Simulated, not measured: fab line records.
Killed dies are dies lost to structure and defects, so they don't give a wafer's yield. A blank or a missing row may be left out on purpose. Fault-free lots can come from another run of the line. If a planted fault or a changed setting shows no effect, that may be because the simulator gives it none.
Matching of chambers ; flow n5 finfet ; 4 sister chambers for N5_FIN_SAQP_ALD_61 on ald sin-03
The step deposits SiO2, target thk 4 nm, pulse time 1 s, purge time 2 s. 8 wafers are shown with their chamber, then 7 later ones without.

== WAFERS, EACH WITH ITS CHAMBER ==
wafer;chamber;heater power w (W);precursor pulse height rel
L766.1;0;402;1.052
L766.4;3;523;0.989
L766.6;2;521;1.000
L776.1;1;486;0.988
L776.2;0;405;1.016
L776.5;1;499;0.990
L782.3;3;518;1.020
L782.4;2;537;0.997

== WAFERS WITHOUT THEIR CHAMBER ==
wafer;heater power w (W);precursor pulse height rel
L782.5;410;0.989
L783.1;486;0.987
L783.3;505;1.042
L783.4;405;0.999
L785.1;494;1.006
L785.3;398;1.019
L785.6;396;1.027

== CHAMBER TAKEN BY EACH ==
wafer;from the rows above;in truth
L782.5;0;0
L783.1;1;1
L783.3;can't be placed: 3 or 1 or 2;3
L783.4;0;0
L785.1;1;1
L785.3;0;0
L785.6;0;0
6 of 7 placed correctly. These rows do not allow placing 1 (true chamber among the candidates in 1). 0 placed wrongly.
How it was worked out, from the rows above alone: a wafer's distance from a chamber is the root of the sum, over the readings, of the square of ((its reading less the chamber's mean) divided by the reading's scatter). The wafer belongs to the nearest chamber; if the next one is less than 2 further off, it can't be placed. Each chamber's mean is taken over the wafers shown for it. The scatter: the root of (the sum of the squares of (reading less its chamber's mean) over the shown wafers, divided by (wafers less chambers)).
